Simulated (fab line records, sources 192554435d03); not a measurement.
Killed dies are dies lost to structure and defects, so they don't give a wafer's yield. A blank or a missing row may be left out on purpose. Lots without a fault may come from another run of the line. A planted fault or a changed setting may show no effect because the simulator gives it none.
Split-lot experiment | flow n5_finfet | 7 lots, 39 wafers read, on a route of 1938 steps

THE SPLIT
At N5_BEOL_M9_CVD_78 (deposits Co from CCTBA/H2, target thk 2 nm, time 138.9 s), the setting target_thk_a was moved away from the recipe's 20 angstrom on 18 of the 39 wafers read, by -52.3% to +39.6%. The other wafers ran this setting at the recipe's value.

The reading is taken at the split's own step.

THE READING
Co_of_BEOL_M9_CVD_78.thk_nm (the simulator's own value, which no gauge read), in nm, at N5_BEOL_M9_CVD_78 (deposits Co from CCTBA/H2, target thk 2 nm, time 138.9 s). The file gives no usual value for it. The 21 wafers here that ran the recipe average 2.0 nm, standard deviation 0.11 nm.

wafer  | tool, chamber at the split | target_thk_a as run, angstrom | against the recipe | Co_of_BEOL_M9_CVD_78.thk_nm, nm | against lot-mates on the recipe
L080.1 | cvd_co-02, 1,0,1           | 20                            | recipe             | 2                               | -
L080.2 | cvd_co-02, 1,0,1           | 20                            | recipe             | 2                               | -
L080.5 | cvd_co-02, 1,0,1           | 20                            | recipe             | 2                               | -
L080.3 | cvd_co-02, 2,2,0           | 11.07                         | -44.6%             | 1                               | -1.0
L080.4 | cvd_co-02, 2,2,0           | 11.07                         | -44.6%             | 1                               | -1.0
L080.6 | cvd_co-02, 2,2,0           | 11.07                         | -44.6%             | 1                               | -1.0
L079.1 | cvd_co-01, 1               | 20                            | recipe             | 1.8                             | -
L079.2 | cvd_co-01, 0               | 12.67                         | -36.7%             | 1.4                             | -0.5
L079.3 | cvd_co-01, 2               | 12.67                         | -36.7%             | 1.2                             | -0.7
L079.4 | cvd_co-01, 0,2             | 20                            | recipe             | 2                               | -
L079.6 | cvd_co-01, 0,2             | 20                            | recipe             | 2                               | -
L079.5 | cvd_co-01, 1               | 12.67                         | -36.7%             | 1                               | -0.9
L084.1 | cvd_co-02, 0,1             | 20                            | recipe             | 2                               | -
L084.3 | cvd_co-02, 0,1             | 20                            | recipe             | 2                               | -
L084.2 | cvd_co-02, 2,0             | 16.53                         | -17.3%             | 1.8                             | -0.1
L084.5 | cvd_co-02, 2,0             | 16.53                         | -17.3%             | 1.8                             | -0.1
L084.4 | cvd_co-02, 1               | 16.53                         | -17.3%             | 1.6                             | -0.3
L084.6 | cvd_co-02, 2               | 20                            | recipe             | 1.8                             | -
L083.2 | cvd_co-01, 0               | 20                            | recipe             | 2                               | -
L083.4 | cvd_co-01, 0               | 20                            | recipe             | 2                               | -
L083.6 | cvd_co-01, 1               | 20                            | recipe             | 1.8                             | -
L091.1 | cvd_co-01, 2               | 20                            | recipe             | 1.8                             | -
L091.2 | cvd_co-01, 0,2             | 20                            | recipe             | 2                               | -
L091.6 | cvd_co-01, 0,2             | 20                            | recipe             | 2                               | -
L091.3 | cvd_co-01, 0,2,0           | 11.59                         | -42.0%             | 1                               | -0.9
L091.4 | cvd_co-01, 0,2,0           | 11.59                         | -42.0%             | 1                               | -0.9
L091.5 | cvd_co-01, 0,2,0           | 11.59                         | -42.0%             | 1                               | -0.9
L092.1 | cvd_co-02, 1               | 20                            | recipe             | 2                               | -
L092.6 | cvd_co-02, 1               | 20                            | recipe             | 2                               | -
L092.2 | cvd_co-02, 0               | 27.92                         | +39.6%             | 3                               | +0.9
L092.3 | cvd_co-02, 2               | 20                            | recipe             | 2.2                             | -
L092.4 | cvd_co-02, 2,0             | 27.92                         | +39.6%             | 2.8                             | +0.7
L092.5 | cvd_co-02, 2,0             | 27.92                         | +39.6%             | 2.8                             | +0.7
L097.1 | cvd_co-01, 1,2,0           | 9.549                         | -52.3%             | 0.8                             | -1.1
L097.3 | cvd_co-01, 1,2,0           | 9.549                         | -52.3%             | 0.8                             | -1.1
L097.6 | cvd_co-01, 1,2,0           | 9.549                         | -52.3%             | 0.8                             | -1.1
L097.2 | cvd_co-01, 0,2             | 20                            | recipe             | 1.8                             | -
L097.5 | cvd_co-01, 0,2             | 20                            | recipe             | 1.8                             | -
L097.4 | cvd_co-01, 1               | 20                            | recipe             | 2                               | -
Where a row lists several chambers, the file gives one row for several wafers and doesn't say which wafer went through which chamber.

THE FIT
A straight line over all 39 wafers: Co_of_BEOL_M9_CVD_78.thk_nm changes by +0.022 nm for each +1% of target_thk_a; r = +0.98; the points scatter about the line by 0.11 nm.
The same after taking each lot's own level away (the mean of its wafers on the recipe; 39 wafers): +0.0209 nm for each +1%; r = +0.98; scatter 0.1 nm.
On that fit, the largest move of target_thk_a shifts the reading by 1.1 nm.
The lots' own levels span 1.87 to 2.07 nm, that is 1.9 times the standard deviation above.
So the lot-to-lot level changes the slope little: the two slopes agree.
Check: with one of the wafers moved furthest among these (-52.3%) left out of the fit, the line predicts -1.09 nm for it against its lot-mates. It came out at -1.07 nm against them.

OTHER SPLITS ON THESE WAFERS
These wafers also went through other splits before the reading. Each is held against what the fit with the lots' levels taken away leaves over:
other split on the same wafers             | wafers away from the commonest value | r with Co_of_BEOL_M9_CVD_78.thk_nm (lot level and that fit taken away)
N5_ZERO_LAYER_PECVD_02 time_s              | 15                                   | +0.07
N5_MOL_CONTACT_COAG_ETCH_15 target_depth_a | 9                                    | +0.07
N5_BEOL_M6_TRENCH_ETCH_37 target_depth_a   | 15                                   | +0.11

THE FILE'S OWN FIT
Co_of_BEOL_M9_CVD_78.thk_nm changes by +0.0208 nm for each +1% of target_thk_a, r = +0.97.
